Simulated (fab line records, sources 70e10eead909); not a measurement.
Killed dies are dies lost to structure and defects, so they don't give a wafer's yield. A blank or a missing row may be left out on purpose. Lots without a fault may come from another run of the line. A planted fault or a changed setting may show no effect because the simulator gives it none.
Which tool did it? | flow nand_harc | 23 lots, 69 wafers sampled, at 2 steps of a route of 1302

WHAT THE GAUGES READ, wafer by wafer
NHARC_A_CHANNEL_HOLE_D1_CD_MEAS_18.
lot  | measured     | on        | cd_nm (nm)
L074 | day 8 05:38  | cd_sem-01 | 94.3 98.4 99.1
L075 | day 8 21:35  | cd_sem-03 | 101.6 101.2 102.3
L076 | day 9 06:39  | cd_sem-01 | 101.7 101.6 100.8
L077 | day 9 14:34  | cd_sem-02 | 99.2 100.5 97.7
L078 | day 10 08:04 | cd_sem-02 | 98.2 99.6 96.3
L080 | day 10 21:30 | cd_sem-03 | 101.2 98.2 97.2
L079 | day 10 22:11 | cd_sem-01 | 99.5 98.4 98.3
L081 | day 11 07:11 | cd_sem-03 | 100.7 96.6 98.9
L082 | day 12 03:17 | cd_sem-02 | 101.8 98.5 100.1
L083 | day 12 10:09 | cd_sem-01 | 98.9 102.8 95.6
L084 | day 12 18:29 | cd_sem-02 | 100.5 99.8 103.0
L086 | day 13 11:49 | cd_sem-03 | 99.0 100.3 100.8
L085 | day 13 13:32 | cd_sem-01 | 98.0 102.1 100.6
L087 | day 13 23:47 | cd_sem-03 | 100.1 103.7 100.5
L088 | day 14 16:43 | cd_sem-03 | 102.9 103.0 97.3
L089 | day 14 17:01 | cd_sem-03 | 103.2 99.7 101.2
L090 | day 15 05:23 | cd_sem-01 | 98.0 99.9 98.6
L091 | day 15 17:46 | cd_sem-03 | 99.6 102.2 101.6
L092 | day 15 23:44 | cd_sem-02 | 101.8 98.1 99.6
L093 | day 16 05:20 | cd_sem-02 | 100.4 98.4 100.3
L094 | day 17 08:38 | cd_sem-01 | 99.4 104.5 102.1
L095 | day 17 09:59 | cd_sem-02 | 98.7 100.7 99.7
L097 | day 18 02:35 | cd_sem-01 | 98.8 98.3 98.5

WHICH TOOL RAN EACH LOT (tool, then ch and the chambers of the sampled wafers, then the start)
lot  | NHARC_A_CHANNEL_HOLE_D1_DEP_01
L074 | pecvd-04 ch 1,2, day 8 03:38
L075 | pecvd-01 ch 0,1,2, day 8 19:35
L076 | pecvd-01 ch 0,1,2, day 9 04:31
L077 | pecvd-02 ch 1,2, day 9 12:31
L078 | pecvd-04 ch 0,1,2, day 10 06:09
L080 | pecvd-01 ch 0,2, day 10 19:28
L079 | pecvd-04 ch 0,2, day 10 19:52
L081 | pecvd-01 ch 1,2, day 11 05:11
L082 | pecvd-04 ch 0,1,2, day 12 01:25
L083 | pecvd-01 ch 1,2, day 12 07:52
L084 | pecvd-02 ch 0,2, day 12 16:29
L086 | pecvd-01 ch 0,1,2, day 13 09:57
L085 | pecvd-02 ch 0,1, day 13 11:28
L087 | pecvd-04 ch 0,2, day 13 21:49
L088 | pecvd-04 ch 0,1,2, day 14 14:44
L089 | pecvd-01 ch 0,1, day 14 15:00
L090 | pecvd-01 ch 0,1,2, day 15 03:22
L091 | pecvd-04 ch 0,1,2, day 15 15:41
L092 | pecvd-02 ch 0,2, day 15 21:41
L093 | pecvd-01 ch 0,1,2, day 16 03:27
L094 | pecvd-02 ch 0,1, day 17 06:45
L095 | pecvd-04 ch 1,2, day 17 07:58
L097 | pecvd-01 ch 1,2, day 18 00:23
- NHARC_A_CHANNEL_HOLE_D1_DEP_01: deposits SiON, target thk 140 nm.

WHAT THE TOOLS THEMSELVES READ (means of the sampled wafers that have a number; where no wafer has one, the mark that the record gives instead)
NHARC_A_CHANNEL_HOLE_D1_DEP_01.
lot  | tool     | heater_power_w (W) | susceptor_temp_C (C)
L074 | pecvd-04 | 689                | 399.87
L075 | pecvd-01 | 753                | 400.11
L076 | pecvd-01 | 778                | 400.08
L077 | pecvd-02 | 579                | 399.82
L078 | pecvd-04 | 678                | 399.99
L080 | pecvd-01 | 787                | 399.93
L079 | pecvd-04 | 661                | 400.11
L081 | pecvd-01 | 769                | 400.03
L082 | pecvd-04 | 711                | 400.04
L083 | pecvd-01 | 737                | 399.84
L084 | pecvd-02 | 624                | 399.79
L086 | pecvd-01 | 779                | 400.13
L085 | pecvd-02 | 629                | 399.64
L087 | pecvd-04 | 726                | 399.90
L088 | pecvd-04 | 659                | 400.11
L089 | pecvd-01 | 791                | 400.12
L090 | pecvd-01 | 792                | 400.11
L091 | pecvd-04 | 688                | 400.22
L092 | pecvd-02 | 675                | 400.06
L093 | pecvd-01 | 783                | 399.96
L094 | pecvd-02 | 648                | 400.02
L095 | pecvd-04 | 622                | 400.09
L097 | pecvd-01 | 736                | 400.14

THE ANSWER, worked out from the rows above alone
Rule: what is usual is taken from the lots themselves. Put in order of their means at a reading, lots are off if they are a third of the lots or fewer, leave a main group of 4 or more, and stand apart from it by a gap of 3 or more times the standard deviation of the main group's means; of several such gaps the widest counts. A main group whose means are all the same, to the digits that the tables above print for the reading, isn't used. A lot without any number at a reading at which 4 lots or more have one is off too. The other lots that the step has rows for count as sound. The gauges are gone through in route order, then the tools' own readings, and for those a lot's mean is taken as printed above. The first step at which some lot is off is used, and at that step the reading that is off furthest; a lot without a number counts as furthest.
No lot is off at any reading shown: from this, nothing can be told.

WHAT THE SIMULATOR HAD PUT IN
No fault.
